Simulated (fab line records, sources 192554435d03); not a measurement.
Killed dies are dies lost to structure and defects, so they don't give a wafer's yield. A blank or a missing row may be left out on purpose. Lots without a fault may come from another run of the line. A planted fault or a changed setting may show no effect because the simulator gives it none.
fab line records | flow n5_finfet
record lots=4 wafers=12 last_day=17
route steps=1938 shown ILD0@338 SDB@347 BEOL_M4@1111 PASSIVATION@1936
lots that met no fault: from a run of the same line without faults
start_h: hours from the record's first day to the start of the lot's first wafer shown | wait_h: hours since the lot's step before | " the same as in the row above | L1.1+2: a row that stands for several wafers | - no value, or no start given | * or withheld: withheld | < > ~ a bound
route shown NAME@n: a module of which the file shows steps, and the number in the route of the first | usual: mean/standard deviation of fault-free wafers | same: alike in all rows | chamber/n: place in a boat | sites: the reading at each site | _std_site: their standard deviation | _edge_site: outer sites' mean less inner sites' | radius_mm: how far each site lies from the wafer's centre | mask NAME#n: copy n | behind: the tool/chamber that last shaped the wafer | hold: why the lot was held/for how many hours/how that ended | device: the transistor (n, p or np) that didn't switch | end of line: the same wafers' tests at the end of the route | a step without rows: its recipe alone | killed: dies lost to structure and defects at the first sort, not the wafer's yield | map: a wafer's dies, x killed, . not, _ none there
set.NAME: the setting as run; set.NAME@STEP: as run at that earlier step | model.NAME: the simulator's own value behind a step, which no gauge read
lots at some steps of the route; a table a step, a row a wafer
services: from which hour (start_h, from the record's first day; less than 0 if before it) a tool's chamber was out of use, for how many hours, and why
## steps
# step N5_ILD0_CMP_03
# recipe stop_on=SiNx t_overpolish_s=1.9 post_cmp_clean=alkaline_brush down_force_psi=4.1491 platen_rpm=51.796 pad_velocity_m_s=1.0306 target_thk_nm=197.38
# step N5_ILD0_CMP_07
# recipe stop_on=poly-Si material=SiO2_flowable t_overpolish_s=1.18 post_cmp_clean=alkaline_brush down_force_psi=4.1491 platen_rpm=51.796 pad_velocity_m_s=1.0306 target_thk_nm=138.88
# step N5_ILD0_PRECLEAN_10
# recipe chemistry=NF3:NH3 afs_cycles=5 time_s=20 temp_c=30 sublimation_temp_c=180 sublimation_time_s=60 pressure_torr=3 rf_power_w=30
# step N5_ILD0_ALD_15
# recipe material=SiNx target_thk_a=240 temp_c=400 ald_precursor_family=SiH2I2 ald_co_reactant=N2/H2-plasma pulse_time_s=1 ald_cycles=480 purge_time_s=2 co_reactant_purge_time_s=2 pressure_torr=2
# step N5_ILD0_CMP_12
# recipe stop_on=poly-Si material=SiNx t_overpolish_s=6 post_cmp_clean=alkaline_brush down_force_psi=2.5 platen_rpm=51.8 pad_velocity_m_s=1.0307 target_thk_nm=17.67
# step N5_SDB_HM_DEP_00
# recipe material=SiNx target_thk_a=400 temp_c=400 precursor=SiH4/NH3/N2 pressure_torr=1.5 rf_w=300 time_s=35.3
# step N5_SDB_COAT_03
# recipe resist=SOC temp_c=250 time_s=60 spin_rpm=1500 resist_thk_nm=100
# step N5_SDB_COAT_04
# recipe resist=SiARC temp_c=220 time_s=60 spin_rpm=1500 resist_thk_nm=18
# step N5_SDB_COAT_05
# recipe resist=CAR-ArF spin_rpm=1500 resist_thk_nm=90
# usual spin_speed_rpm=1500.1/0.96
# columns lot.wafer tool chamber start_h wait_h spin_speed_rpm model.CAR-ArF_of_SDB_COAT_05.thk_nm
L451.1 litho_track-04 0 107.96 - 1370.9 94.6
L451.4 " 0 " " 1370.9 94.2
L451.6 " 0 " " 1369.8 94
L454.1 litho_track-04 0 124.41 - 1369.3 95
L454.4 " 0 " " 1368.9 94.6
L454.6 " 0 " " 1369.3 94.6
L462.1 litho_track-01 0 173.39 - 1499.8 90
L462.3 " 0 " " 1502.0 90.2
L462.4 " 0 " " 1500.1 90
L466.2 litho_track-04 0 204.20 - 1502.3 90.2
L466.5 " 0 " " 1499.8 90.2
L466.6 " 0 " " 1501.2 90.4
# step N5_SDB_EBR_07
# recipe solvent=PGMEA ebr_width_mm=1.5
# step N5_SDB_SOFTBAKE_06
# recipe temp_c=110 time_s=60 resist=CAR-ArF
# step N5_SDB_EXPOSE_08
# recipe mask_id=SDB na=1.35 source_shape=conventional sigma_outer=0.5 polarization=unpolarized dose_mj=49.6
# step N5_SDB_PEB_09
# recipe peb_temp_c=withheld peb_time_s=60 resist=CAR-ArF
# step N5_SDB_DEVELOP_10
# recipe develop_time_s=30 developer=TMAH resist=CAR-ArF rinse_liquid=diw dry=air_spin dev_temp_c=23
# step N5_SDB_DESCUM_16
# recipe chemistry=O2 time_s=7.9 source_power_w=50 bias_power_w=20 pressure_mtorr=20 rf_frequency_hz=2.712e+07 temp_c=40 resist=CAR-ArF o2_flow_sccm=225
# step N5_SDB_ETCH_17
# recipe chemistry=CF4 target=SiARC target_depth_a=234 mask_material=CAR-ArF time_s=39 ion_energy_ev=80 pressure_mtorr=40 source_w=545 bias_w=36 Ar_flow_sccm=100 cf4_flow_sccm=100 ends=cleared
# usual chamber_pressure_mTorr=40.00/0.035 drypump_motor_current_A=5.6/0.6 etch_rf_on_time_s=38.8/0.79 oes_product_au=0.66/0.076 rf_vpp_V=184.1/1.3 showerhead_plenum_p_Torr=2.14/0.076 throttle_valve_pct=15.66/0.29
# columns lot.wafer tool chamber start_h wait_h chamber_pressure_mTorr drypump_motor_current_A etch_rf_on_time_s oes_product_au rf_hours_counter_h rf_vpp_V showerhead_plenum_p_Torr throttle_valve_pct model.CAR-ArF_of_SDB_COAT_05.thk_nm
L451.1 rie_diel-05 1 108.45 0.0 40.02 5.3 38.3 0.59 226 183.7 2.02 15.97 71.2
L451.4 " 3 " " 39.99 6.3 39.3 0.60 241 185.2 2.18 15.77 70.8
L451.6 " 2 " " 40.02 5.3 38.8 0.78 - 182.9 2.17 15.10 70.8
L454.1 rie_diel-06 0 124.77 0.0 39.99 6.2 39.0 0.60 224 183.2 2.11 16.01 71.8
L454.4 " 3 " " 40.01 5.9 39.4 0.70 73 183.9 2.16 15.54 71.4
L454.6 " 1 " " 40.01 4.8 39.0 0.61 - 183.1 2.12 15.77 71.2
L462.1 rie_diel-05 2 174.13 0.0 40.01 5.3 39.1 0.73 46 184.6 2.16 15.14 66.6
L462.3 " 3 " " 39.96 6.3 37.8 0.82 8 186.0 2.17 15.32 66.8
L462.4 " 0 " " 40.05 4.8 37.8 0.59 - 183.8 2.03 15.91 66.6
L466.2 rie_diel-06 3 204.69 0.0 39.98 5.8 39.2 0.67 107 183.8 2.15 15.57 66.8
L466.5 " 3 " " 40.05 5.8 39.5 0.67 - 183.3 2.15 15.61 66.8
L466.6 " 1 " " 40.00 4.8 39.6 0.59 - 183.0 2.11 15.81 67
# step N5_SDB_ETCH_18
# recipe chemistry=N2/H2 target=SOC target_depth_a=1000 overetch_a=200 mask_material=SiARC temp_c=40 time_s=150 ion_energy_ev=200 pressure_mtorr=30 source_w=840 bias_w=150 n2_flow_sccm=200 h2_flow_sccm=200
# step N5_BEOL_M4_RC_MEAS_101
# usual DIBL_N=36.8/2.2 DIBL_P=37.0/2.8 IOFF_N=0.18/0.043 IOFF_P=0.23/0.05 ION_N=680/14 ION_P=466/9.1 SS_N=71.7/0.74 SS_P=73.5/0.79 VT_N=248/4 VT_P=-249/4.1
# columns lot.wafer tool chamber start_h wait_h DIBL_N[mV/V] DIBL_P[mV/V] IOFF_N[nA/um] IOFF_P[nA/um] ION_N[uA/um] ION_P[uA/um] SS_N[mV/dec] SS_P[mV/dec] VT_N[mV] VT_P[mV]
L451.1 prober-02 0 203.33 0.0 37.4 36.4 0.17 0.24 682 468 72.3 73.7 250 -248
L451.4 " 0 " " 37.2 36.4 0.16 0.23 680 468 71.4 73.6 247 -246
L451.6 " 0 " " 34.5 33.6 0.12 0.18 671 466 71.1 72.3 253 -253
L454.1 prober-02 0 230.57 0.0 36.6 35.4 0.15 0.21 671 466 71.1 73.5 251 -246
L454.4 " 0 " " 39.8 39.9 0.21 0.29 688 476 71.2 74.4 246 -243
L454.6 " 0 " " 41.2 41.4 0.26 0.35 704 484 72.7 74.9 241 -240
L462.1 prober-02 0 284.65 0.0 37.2 37.6 0.20 0.25 696 467 71.5 73.6 247 -246
L462.3 " 0 " " 32.5 31.7 0.10 0.16 656 455 69.9 72.0 255 -254
L462.4 " 0 " " 34.2 33.8 0.13 0.18 664 459 70.6 72.0 249 -253
L466.2 prober-01 0 298.72 0.2 38.4 39.8 0.21 0.26 689 471 72.2 74.4 245 -248
L466.5 " 0 " " 38.1 39.8 0.21 0.26 688 467 71.1 72.8 245 -250
L466.6 " 0 " " 36.6 39.8 0.18 0.27 691 478 71.0 73.4 247 -247
# step N5_PASSIVATION_PROBE_49
# usual defect_limited_yield=91.4/1.5 killed_at_M0_to_M3=36/11 killed_at_M4_up=14/6 killed_at_contacts=11/6 killed_at_front_end=37/11 killed_at_other=4/3.4 killed_dies=102/18 killed_open=66/13 killed_short=34/7.8 sort_bin_5_function=5.0/0.97 sort_bin_6_memory=3.2/0.7 sort_n_pass=1078/19 sort_yield_pct=91.3/1.6
# same gross_dies=1180 killed_at_back_side=0 sort_bin_4_leakage[%]=0 sort_bin_8_speed[%]=0
# columns lot.wafer tool chamber start_h wait_h defect_limited_yield[%] killed_at_M0_to_M3 killed_at_M4_up killed_at_contacts killed_at_front_end killed_at_other killed_dies killed_open killed_short sort_bin_5_function[%] sort_bin_6_memory[%] sort_n_pass sort_yield_pct[%]
L454.6 prober-01 - 332.42 0.3 92.2 54 9 5 21 3 92 61 29 4.8 2.6 1088 92.2
L466.2 prober-02 - 400.12 0.1 89.7 54 14 24 28 1 121 78 41 5.4 4.3 1059 89.7
L466.5 prober-02 - 400.27 0.2 88.6 29 12 30 63 1 135 84 50 6.5 4.5 1045 88.6
L466.6 prober-02 - 400.32 0.3 90.1 46 11 28 30 2 117 75 40 5.3 4.4 1063 90.1
# killed by level:class
L454.6 BEOL_M1:geometric_particle:open=15 BEOL_M0_SAQP:geometric_particle:open=12 BEOL_M0_SAQP:geometric_particle:short=8 FIN_SAQP:geometric_particle:open=6 STI_FIN_REVEAL:geometric_particle:open=5 BEOL_M3:geometric_particle:short=5 MOL_CONTACT_COAG:geometric_particle:open=4 BEOL_M2:geometric_particle:open=4
L466.2 MOL_CONTACT_COAG:geometric_particle:open=20 BEOL_M0_SAQP:geometric_particle:open=15 BEOL_M0_SAQP:geometric_particle:short=15 FIN_SAQP:geometric_particle:short=8 BEOL_M1:geometric_particle:open=8 FIN_SAQP:geometric_particle:open=5 GATE_CUT:geometric_particle:open=4 MOL_CONTACT_COAG:geometric_particle:short=4
L466.5 MOL_CONTACT_COAG:geometric_particle:open=23 FIN_SAQP:geometric_particle:short=20 FIN_SAQP:geometric_particle:open=14 STI_FIN_REVEAL:geometric_particle:open=12 BEOL_M0_SAQP:geometric_particle:open=8 MOL_CONTACT_COAG:geometric_particle:short=7 BEOL_M0_SAQP:geometric_particle:short=7 BEOL_M4:geometric_particle:open=7
L466.6 MOL_CONTACT_COAG:geometric_particle:open=24 FIN_SAQP:geometric_particle:short=14 BEOL_M0_SAQP:geometric_particle:open=11 BEOL_M0_SAQP:geometric_particle:short=10 BEOL_M3:geometric_particle:open=7 FIN_SAQP:geometric_particle:open=6 BEOL_M1:geometric_particle:open=5 BEOL_M5:geometric_particle:open=5
## services
# columns tool chamber start_h hours kind
litho_track-01 - 120.50 - consumable_replace:filter
rie_diel-05 3 133.54 - clean
rie_diel-05 3 133.54 - consumable_replace:focus_ring
rie_diel-05 3 133.54 18.2 scheduled_down
rie_diel-05 3 133.54 18.2 vent_cycle
rie_diel-06 0 147.08 5.7 repair
rie_diel-05 1 170.15 - clean
rie_diel-05 1 170.15 - consumable_replace:focus_ring
rie_diel-05 1 170.15 - consumable_replace:showerhead
rie_diel-05 1 170.15 17.4 scheduled_down
rie_diel-05 1 170.15 17.4 vent_cycle
rie_diel-06 0 197.25 - clean
rie_diel-06 0 197.25 - consumable_replace:focus_ring
rie_diel-06 0 197.25 35.3 scheduled_down
rie_diel-06 0 197.25 35.3 vent_cycle
rie_diel-05 0 200.40 - clean
rie_diel-05 0 200.40 - consumable_replace:focus_ring
rie_diel-05 0 200.40 - consumable_replace:showerhead
rie_diel-05 0 200.40 14.8 scheduled_down
rie_diel-05 0 200.40 14.8 vent_cycle
## key
first_sign step=N5_SDB_COAT_05 reading=spin_speed_rpm direction=down sigmas=99+ usual=* struck=*
effect none on later readings
model_effect step=N5_SDB_COAT_05 value=CAR-ArF_of_SDB_COAT_05.thk_nm without=90.3 struck=94.5
model_effect step=N5_SDB_ETCH_17 value=CAR-ArF_of_SDB_COAT_05.thk_nm without=67 struck=71.2
met_at N5_SDB_COAT_05
struck_wafers L451.1,L451.4,L451.6,L454.1,L454.4,L454.6
fault kind=process_parameter_drift tool=litho_track-04 chamber=- onset_h=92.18 steps=N5_SDB_COAT_05 channel=spin_rpm offset=* shape=step end_h=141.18 acts_in=* stated=*
